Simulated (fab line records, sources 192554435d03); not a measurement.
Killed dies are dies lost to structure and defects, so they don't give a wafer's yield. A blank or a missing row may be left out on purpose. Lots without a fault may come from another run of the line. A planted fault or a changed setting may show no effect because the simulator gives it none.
Split-lot experiment | flow n5_finfet | 7 lots, 21 wafers read, on a route of 1938 steps

THE SPLIT
At N5_MOL_CONTACT_COAG_ALD_123 (deposits SiNx, target thk 5 nm, pulse time 1 s, purge time 2 s), the setting ald_cycles was moved away from the recipe's 100 on 6 of the 21 wafers read, by -14.0% to +16.0%. The other wafers ran this setting at the recipe's value.

FROM THE SPLIT TO THE READING: what the file shows between them, 9 steps
- N5_MOL_CONTACT_COAG_COAT_76: time 60 s, resist thk 10 nm (also split here: spin_rpm)
- N5_MOL_CONTACT_COAG_COAT_77: time 60 s, resist thk 10 nm
- N5_MOL_CONTACT_COAG_COAT_78: resist thk 40 nm
- N5_MOL_CONTACT_COAG_DESCUM_88: chemistry O2, time 7 s
- N5_MOL_CONTACT_COAG_ETCH_89: etches underlayer in N2/H2, target depth 13 nm, time 10.4 s
- N5_MOL_CONTACT_COAG_ETCH_90: etches SiARC in CF4, target depth 13 nm, time 21.7 s
- N5_MOL_CONTACT_COAG_ALD_131: deposits SiO2, target thk 5 nm, pulse time 1 s, co reactant pulse time 1 s
- N5_MOL_CONTACT_COAG_ETCHBACK_132: etches SiO2 in CHF3, target depth 10 nm, time 6.7 s
- N5_MOL_CONTACT_COAG_ETCH_91: etches SOC in N2/H2, target depth 60 nm, overetch 21 nm, time 101.2 s

THE READING
etch.depth_nm (the simulator's own value, which no gauge read), in nm, at N5_MOL_CONTACT_COAG_ETCH_124 (etches SiNx in CH3F/O2, stops on SiOC, target depth 6.5 nm). The file gives no usual value for it. The 15 wafers here that ran the recipe average 5.015 nm, standard deviation 0.022 nm.

wafer  | tool, chamber at the split | ald_cycles as run | against the recipe | etch.depth_nm, nm | against lot-mates on the recipe
L076.1 | ald_sin-03, 2,1            | 104               | +4.0%              | 5.226             | +0.212
L076.5 | ald_sin-03, 2              | 100               | recipe             | 5.014             | -
L076.6 | ald_sin-03, 2,1            | 104               | +4.0%              | 5.204             | +0.190
L078.2 | ald_sin-02, 3,1,0          | 100               | recipe             | 5.005             | -
L078.3 | ald_sin-02, 3,1,0          | 100               | recipe             | 5.009             | -
L078.5 | ald_sin-02, 3,1,0          | 100               | recipe             | 5.014             | -
L087.1 | ald_sin-01, 0,3,2          | 100               | recipe             | 4.966             | -
L087.5 | ald_sin-01, 0,3,2          | 100               | recipe             | 5                 | -
L087.6 | ald_sin-01, 0,3,2          | 100               | recipe             | 5.013             | -
L088.1 | ald_sin-02, 3,2            | 116               | +16.0%             | 5.844             | +0.808
L088.3 | ald_sin-02, 3,2            | 116               | +16.0%             | 5.861             | +0.825
L088.6 | ald_sin-02, 3              | 100               | recipe             | 5.036             | -
L089.4 | ald_sin-01, 2,1            | 100               | recipe             | 5.005             | -
L089.5 | ald_sin-01, 3              | 86                | -14.0%             | 4.285             | -0.716
L089.6 | ald_sin-01, 2,1            | 100               | recipe             | 4.997             | -
L091.1 | ald_sin-02, 2              | 100               | recipe             | 5.049             | -
L091.4 | ald_sin-02, 0              | 95                | -5.0%              | 4.761             | -0.288
L091.6 | ald_sin-02, 2              | 100               | recipe             | 5.049             | -
L094.2 | ald_sin-01, 1,0,3          | 100               | recipe             | 4.991             | -
L094.5 | ald_sin-01, 1,0,3          | 100               | recipe             | 5.042             | -
L094.6 | ald_sin-01, 1,0,3          | 100               | recipe             | 5.03              | -
Where a row lists several chambers, the file gives one row for several wafers and doesn't say which wafer went through which chamber.

THE FIT
A straight line over all 21 wafers: etch.depth_nm changes by +0.0522 nm for each +1% of ald_cycles; r = +1.00; the points scatter about the line by 0.021 nm.
The same after taking each lot's own level away (the mean of its wafers on the recipe; 21 wafers): +0.0513 nm for each +1%; r = +1.00; scatter 0.015 nm.
On that fit, the largest move of ald_cycles shifts the reading by 0.82 nm.
The lots' own levels span 4.9930 to 5.0490 nm, that is 2.5 times the standard deviation above.
So the lot-to-lot level changes the slope little: the two slopes agree.
Check: with one of the wafers moved furthest among these (+16.0%) left out of the fit, the line predicts +0.824 nm for it against its lot-mates. It came out at +0.808 nm against them.

OTHER SPLITS ON THESE WAFERS
These wafers also went through other splits before the reading. Each is held against what the fit with the lots' levels taken away leaves over:
other split on the same wafers       | wafers away from the commonest value | r with etch.depth_nm (lot level and that fit taken away)
N5_MOL_CONTACT_COAG_COAT_76 spin_rpm | 6                                    | -0.07

THE WHOLE CHAIN: every reading that the file lists as answering this split, in the file's order
step                         | what it does                                                   | reading                                                                                  | change (the file's fit)                | r (the file's)
N5_MOL_CONTACT_COAG_ALD_123  | deposits SiNx, target thk 5 nm, pulse time 1 s, purge time 2 s | SiNx_of_MOL_CONTACT_COAG_ALD_123.thk_nm (the simulator's own value, which no gauge read) | +0.0523 nm for each +1% of the setting | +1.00
N5_MOL_CONTACT_COAG_ETCH_124 | etches SiNx in CH3F/O2, stops on SiOC, target depth 6.5 nm     | etch.depth_nm (the simulator's own value, which no gauge read)                           | +0.0514 nm for each +1% of the setting | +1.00

THE FILE'S OWN FIT
etch.depth_nm changes by +0.0514 nm for each +1% of ald_cycles, r = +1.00.
